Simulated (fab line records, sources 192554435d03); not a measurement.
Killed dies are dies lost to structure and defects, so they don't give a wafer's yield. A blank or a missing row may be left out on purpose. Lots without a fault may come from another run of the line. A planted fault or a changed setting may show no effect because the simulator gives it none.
Chamber matching | flow n5_finfet | N5_BEOL_M3_PECVD_72 on pecvd-04: 3 sister chambers
The step deposits SiO2 from TEOS/O2, target thk 16 nm, time 18 s. 6 wafers are shown with their chamber, then 8 later ones without.

WAFERS WITH THEIR CHAMBER
wafer  | chamber | throttle_valve_pct (%) | showerhead_plenum_p_Torr (Torr)
L076.4 | 2       | 24.0                   | 8.81
L078.3 | 2       | 23.8                   | 8.80
L082.5 | 0       | 22.0                   | 8.75
L086.4 | 1       | 23.3                   | 8.73
L086.6 | 1       | 24.0                   | 8.76
L092.1 | 0       | 21.8                   | 8.73

WAFERS WITHOUT THEIR CHAMBER
wafer  | throttle_valve_pct (%) | showerhead_plenum_p_Torr (Torr)
L092.4 | 22.5                   | 8.74
L092.5 | 23.8                   | 8.73
L096.1 | 20.9                   | 8.78
L096.2 | 22.1                   | 8.75
L096.6 | 20.8                   | 8.77
L097.1 | 20.7                   | 8.78
L097.2 | 22.1                   | 8.73
L097.4 | 23.7                   | 8.74

WHICH CHAMBER EACH WENT THROUGH
wafer  | from the rows above     | in truth
L092.4 | can't be placed: 0 or 1 | 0
L092.5 | 1                       | 1
L096.1 | 0                       | 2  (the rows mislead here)
L096.2 | 0                       | 0
L096.6 | 0                       | 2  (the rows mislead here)
L097.1 | 0                       | 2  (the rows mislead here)
L097.2 | 0                       | 0
L097.4 | 1                       | 1
Placed correctly: 4 of 8. Can't be placed from these rows: 1 (the true chamber is among the candidates in 1). Placed wrongly: 3.
How it was worked out, from the rows above alone: a wafer's distance from a chamber is the root of the sum, over the readings, of the square of ((its reading less the chamber's mean) divided by the reading's scatter). The wafer belongs to the nearest chamber; if the next one is less than 2 further off, it can't be placed. A chamber's mean is the mean of its shown wafers. The scatter: the root of (the sum of the squares of (reading less its chamber's mean) over the shown wafers, divided by (wafers less chambers)).
